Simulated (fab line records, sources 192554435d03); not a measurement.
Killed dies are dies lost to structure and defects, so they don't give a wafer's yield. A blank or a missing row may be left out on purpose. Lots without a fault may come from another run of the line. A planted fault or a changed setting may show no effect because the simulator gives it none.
Chamber matching | flow n5_finfet | N5_SD_EPI_N_ETCH_34 on rie_diel-02: 4 sister chambers
The step etches SiARC in CF4, target depth 45.5 nm, time 75.8 s. 7 wafers are shown with their chamber, then 7 later ones without.

WAFERS WITH THEIR CHAMBER
wafer  | chamber | drypump_motor_current_A (A) | throttle_valve_pct (%)
L079.4 | 2       | 5.6                         | 16.16
L084.2 | 0       | 5.4                         | 15.15
L085.3 | 1       | 4.8                         | 15.53
L085.4 | 1       | 4.8                         | 15.55
L085.6 | 3       | 5.9                         | 15.56
L086.1 | 3       | 5.9                         | 15.57
L086.3 | 0       | 5.5                         | 15.16

WAFERS WITHOUT THEIR CHAMBER
wafer  | drypump_motor_current_A (A) | throttle_valve_pct (%)
L086.5 | 5.8                         | 15.55
L093.2 | 5.6                         | 15.19
L093.3 | 4.8                         | 15.57
L093.4 | 5.6                         | 15.72
L096.1 | 5.9                         | 15.60
L096.5 | 5.6                         | 15.72
L096.6 | 4.8                         | 15.58

WHICH CHAMBER EACH WENT THROUGH
wafer  | from the rows above | in truth
L086.5 | 3                   | 3
L093.2 | 0                   | 0
L093.3 | 1                   | 1
L093.4 | 3                   | 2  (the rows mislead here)
L096.1 | 3                   | 3
L096.5 | 3                   | 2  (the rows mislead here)
L096.6 | 1                   | 1
Placed correctly: 5 of 7. Can't be placed from these rows: 0. Placed wrongly: 2.
How it was worked out, from the rows above alone: a wafer's distance from a chamber is the root of the sum, over the readings, of the square of ((its reading less the chamber's mean) divided by the reading's scatter). The wafer belongs to the nearest chamber; if the next one is less than 2 further off, it can't be placed. A chamber's mean is the mean of its shown wafers. The scatter: the root of (the sum of the squares of (reading less its chamber's mean) over the shown wafers, divided by (wafers less chambers)).
